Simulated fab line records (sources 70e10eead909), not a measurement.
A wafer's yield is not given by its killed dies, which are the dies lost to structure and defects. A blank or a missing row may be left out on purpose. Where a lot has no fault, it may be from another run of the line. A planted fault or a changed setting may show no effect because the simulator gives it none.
Comparing a struck lot with a sound one | flow nand harc | 14 steps out of a route of 1159
Sound: wafers L640.1, L640.2, L640.3. Struck: wafer L662.4 (L662.3, L662.5, from the same lot, were not struck and are left out); the cause is given at the end.
Each step with rows lists, per side, the tool, then ch with its chambers, then its first start. Under that, the readings that differ: sound wafers | struck wafers | difference of the means | sigmas: that difference in standard deviations of wafers without a fault.
alike: readings with means less than 2 such deviations apart, plus words and numbers identical on both sides. not compared: withheld readings, readings lacking a value on some wafer, bounds such as >300 that could conceal the same value, and numbers that have no deviation in the record and whose values overlap.
A row with sigmas, a row that says differs or no value, or rows on one side alone: a step with any of these is where the two part. Non-overlapping numbers with no deviation appear without sigmas and do not part them. Lack of a reading on every wafer of one side parts them only where that side has two or more wafers.

first, 8 steps without rows for these wafers: NHARC_THIN_TSV_DEHYDRATE_25 (time 120 s); NHARC_THIN_TSV_HMDS_26 (time 30 s); NHARC_THIN_TSV_COAT_27; NHARC_THIN_TSV_SOFTBAKE_28 (time 95 s); NHARC_THIN_TSV_EBR_29; NHARC_THIN_TSV_EXPOSE_30 (exposes mask PAD); NHARC_THIN_TSV_PEB_31 (peb time 85 s); NHARC_THIN_TSV_DEVELOP_32 (time 70 s).
NHARC_THIN_TSV_CD_MEAS_33 targets a cd of 5000 nm.
  sound on cd sem-03 ch 0, day 19 15:56; struck on cd sem-02 ch 0, day 23 23:40
  alike: cd nm
then, 1 step without rows for these wafers: NHARC_THIN_TSV_HARDBAKE_34 (time 80 s).
NHARC_THIN_TSV_DESCUM_35: chemistry O2, time 3 s.
  sound on rie diel-05 ch 0,1,3, day 19 16:07; struck on rie diel-12 ch 1, day 23 23:49
  reading                     | sound                | struck | difference | sigmas
  drypump motor current A (A) | 5.2 4.7 4.9          | 6.5    | +1.6       | +3
  rf hours counter h (h)      | 6 8 5                | 10     | +4         |
  throttle valve pct (%)      | 11.315 11.308 11.292 | 11.327 | +0.022     | +2
  alike: chamber pressure mTorr, oes product au, rf vpp V, showerhead plenum p Torr
NHARC_THIN_TSV_ETCH_59: etches the open film in Cl2/BCl3, target depth 880 nm, time 138.1 s.
  sound on rie metal-02 ch 0,1, day 19 16:14; struck on rie metal-02 ch 0, day 24 00:01
  alike: chamber pressure mTorr, drypump motor current A, oes product au, run length s, throttle valve pct
  not compared: rf hours counter h
NHARC_THIN_TSV_ETCH_36: etches the open film in Cl2/BCl3, target depth 65 nm, time 18.571 s.
  sound on rie metal-02 ch 0,1, day 19 16:29; struck on rie metal-02 ch 1, day 24 00:12
  reading                        | sound                | struck | difference | sigmas
  chamber pressure mTorr (mTorr) | 10.011 10.007 10.006 | 9.982  | -0.026     | -3
  run length s (s)               | 40.1 39.6 40.4       | 34.9   | -5.1       | -14
  alike: drypump motor current A, oes product au
  not compared: rf hours counter h
NHARC_THIN_TSV_STRIP_56: strips in O2.
  sound on plasma asher-02 ch 0,1, day 19 16:53; struck on plasma asher-01 ch 1, day 24 00:23
  reading                     | sound       | struck | difference | sigmas
  drypump motor current A (A) | 5.6 6.0 6.0 | 4.9    | -1.0       | -2
  alike: heater power w, temp c
  not compared: rf hours counter h

WHERE THEY PART
First at NHARC_THIN_TSV_DESCUM_35; last, within this record, at NHARC_THIN_TSV_STRIP_56.

WHY: the cause the simulator had injected
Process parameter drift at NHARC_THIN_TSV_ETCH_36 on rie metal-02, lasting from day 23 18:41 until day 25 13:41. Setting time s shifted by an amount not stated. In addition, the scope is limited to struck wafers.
